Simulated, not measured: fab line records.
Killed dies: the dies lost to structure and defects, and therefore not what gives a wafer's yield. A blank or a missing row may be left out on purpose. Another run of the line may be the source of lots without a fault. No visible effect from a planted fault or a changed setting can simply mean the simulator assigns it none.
A struck lot beside a sound one / flow n5Finfet / 37 out of 1938 route steps
Sound: wafers L110.1, L110.4, L110.5. Struck: wafer L116.5 (left out: L116.1, L116.4 of the same lot, which were not struck); the cause appears at the end.
At each step with rows: each side's tool, then ch and its chambers, then its first start. Under that, the readings that differ: sound wafers / struck wafers / difference of the means / sigmas: that difference in standard deviations of wafers without a fault.
alike: words and numbers the same on both sides, and readings whose means are apart by under 2 such deviations; not compared: readings that were withheld, readings missing a value for some wafer, numbers with overlapping values and no deviation given by the record, and bounds like >300 which may hide the same value.
The two part at a step that has a row with sigmas, a row that says differs or no value, or rows on one side only. Non-overlapping numbers with no deviation appear without sigmas and do not part them. A reading that every wafer of one side lacks parts them only if that side has two wafers or more.

first, 4 steps without rows for these wafers: N5_BEOL_M1_ANNEAL_87 (time 240 s); N5_BEOL_M1_SPUTTER_88 (material Cu, target thk 4.5 nm, time 8.29 s); N5_BEOL_M1_ANNEAL_89 (time 240 s); N5_BEOL_M1_SPUTTER_90 (material Cu, target thk 4.5 nm, time 8.29 s).
N5_BEOL_M1_ANNEAL_91: time 240 s.
  struck on pvdSputter-01, day 8 15:31; sound on pvdSputter-01, day 6 20:35
  alike: heaterPowerW, susceptor_temp_C_max
then, 2 steps without rows for these wafers: N5_BEOL_M1_SPUTTER_92 (material Cu, target thk 4.5 nm, time 8.29 s); N5_BEOL_M1_ANNEAL_93 (time 240 s).
N5_BEOL_M1_SPUTTER_94: material Cu, target thk 4.5 nm, time 8.29 s.
  struck on pvdSputter-01, day 8 15:52; sound on pvdSputter-01, day 6 20:56
  alike: throttleValvePct
then, 3 steps without rows for these wafers: N5_BEOL_M1_ANNEAL_95 (time 240 s); N5_BEOL_M1_SPUTTER_96 (material Cu, target thk 4.5 nm, time 8.29 s); N5_BEOL_M1_ECD_50 (material Cu, target thk 300 nm).
N5_BEOL_M1_ANNEAL_51: time 90 s.
  sound on rtpAnneal-01 ch 0, day 6 21:22; struck on rtpAnneal-01 ch 0, day 8 16:17
reading=annealTempCMax; sound=226.01 225.76 225.62; struck=226.62; difference=+0.82; sigmas=+3
reading=wafer_temp_C_max; sound=225.97 225.72 225.92; struck=226.38; difference=+0.51; sigmas=+2
N5_BEOL_M1_CMP_52: polishes, stops on SiOC, t overpolish 6.8 s, target thk 40 nm.
  sound on cmp-02 ch 1,2, day 6 22:02; struck on cmp-02 ch 1, day 8 16:35
  alike: barrierFieldEndpointS, clearingPlatenDownForcePsi, motorCurrentA, overpolishRunS, timeToEndpointS
N5_BEOL_M1_PRE_CLEAN_60: time 15 s.
  sound on cvdCo-02 ch 0,2, day 6 22:36; struck on cvdCo-01 ch 0, day 8 16:55
  alike: heaterPowerW
then, 3 steps without rows for these wafers: N5_BEOL_M1_CO_CAP_55 (material Co, precursor CCTBA/H2, target thk 2 nm, time 102.1 s); N5_BEOL_M1_PRE_CLEAN_56 (time 15 s); N5_BEOL_M1_DEP_57 (deposits SiCN from 3MS/NH3, target thk 8 nm, time 14 s).
N5_BEOL_M1_INSPECT_59: inspects for defects (darkfield).
  struck on defectInspect-02, day 8 17:10; sound on defectInspect-01, day 6 22:51
reading=rawDefectCount; sound=94 71 57; struck=571; difference=+497; sigmas=+19
then, 1 step without rows for these wafers: N5_BEOL_M2_ILD_DEP_00 (deposits SiOC from DEMS/O2, target thk 79 nm, time 15.3 s).
N5_BEOL_M2_THK_MEAS_01:
  struck on filmMetro-01, day 8 17:16; sound on filmMetro-02, day 6 22:58
  alike: M2_ILD_THK
then, 1 step without rows for these wafers: N5_BEOL_M2_PECVD_72 (deposits SiO2 from TEOS/O2, target thk 16 nm, time 18 s).
N5_BEOL_M2_HM_DEP_02: deposits TiN, target thk 20 nm.
  struck on pvdSputter-03, day 8 18:04; sound on pvdSputter-01, day 7 00:33
  alike: throttleValvePct
then, 9 steps without rows for these wafers: N5_BEOL_M2_COAT_61 (time 60 s, resist thk 60 nm); N5_BEOL_M2_COAT_62 (time 60 s, resist thk 12 nm); N5_BEOL_M2_COAT_73 (time 60 s, resist thk 5 nm); N5_BEOL_M2_COAT_05 (resist thk 30 nm); N5_BEOL_M2_EBR_07; N5_BEOL_M2_SOFTBAKE_06 (time 60 s); N5_BEOL_M2_EXPOSE_08 (exposes mask M2); N5_BEOL_M2_PEB_09 (peb time 60 s); N5_BEOL_M2_DEVELOP_10 (develop time 30 s).
N5_BEOL_M2_CD_MEAS_11: target cd 16.79 nm.
  sound on cdSem-03 ch 0, day 7 01:04; struck on cdSem-02 ch 0, day 8 18:35
  alike: cdNm
N5_BEOL_M2_OVL_MEAS_12:
  sound on overlay-01 ch 0, day 7 01:06; struck on overlay-02 ch 0, day 8 18:37
  alike: M2_OVL
N5_BEOL_M2_INSPECT_13: inspects for defects (brightfield).
  struck on defectInspect-02, day 8 18:40; sound on defectInspect-01, day 7 01:10
reading=rawDefectCount; sound=469 481 327; struck=963; difference=+537; sigmas=+5
then, 1 step without rows for these wafers: N5_BEOL_M2_DESCUM_16 (chemistry O2, time 7 s).
N5_BEOL_M4_RC_MEAS_101:
  sound on prober-02 ch 0, day 8 14:47; struck on prober-01 ch 0, day 10 00:58
  alike: DIBL_N, DIBL_P, IOFF_N, IOFF_P, ION_N, ION_P, SS_N, SS_P, VT_N, VT_P
-- here the record skips 4 days between the struck wafers' starts before and after, leaving off in module BEOL_M4 and picking up in module PASSIVATION (first step shown: number 1936 of the route) --
N5_PASSIVATION_PROBE_49:
  struck on prober-01, day 14 02:19; sound on prober-01, day 12 13:31
reading=defectLimitedYield (%); sound=89.6 92.5 93.0; struck=62.0; difference=-29.7; sigmas=-21
reading=killed_at_M0_to_M3; sound=52 33 38; struck=393; difference=+352; sigmas=+40
reading=killed_at_M4_up; sound=19 19 8; struck=6; difference=-9; sigmas=-2
reading=killedDies; sound=123 89 83; struck=448; difference=+350; sigmas=+22
reading=killedOnRim; sound=12 12 7; struck=53; difference=+43; sigmas=+10
reading=sort_bin_5_function (%); sound=6.1 5.0 3.7; struck=24.7; difference=+19.8; sigmas=+22
reading=sort_bin_6_memory (%); sound=4.2 2.4 2.9; struck=11.2; difference=+8.0; sigmas=+13
reading=sortNPass; sound=1054 1091 1097; struck=732; difference=-349; sigmas=-22
  alike: killedAtContacts, killedAtFrontEnd, killedAtOther, killedOpen, killedShort, sort_bin_4_leakage, sort_bin_8_speed

## WHERE THEY PART
At N5_BEOL_M1_ANNEAL_51 first; at N5_PASSIVATION_PROBE_49 last (within this record only).

WHY: what the simulator had put in
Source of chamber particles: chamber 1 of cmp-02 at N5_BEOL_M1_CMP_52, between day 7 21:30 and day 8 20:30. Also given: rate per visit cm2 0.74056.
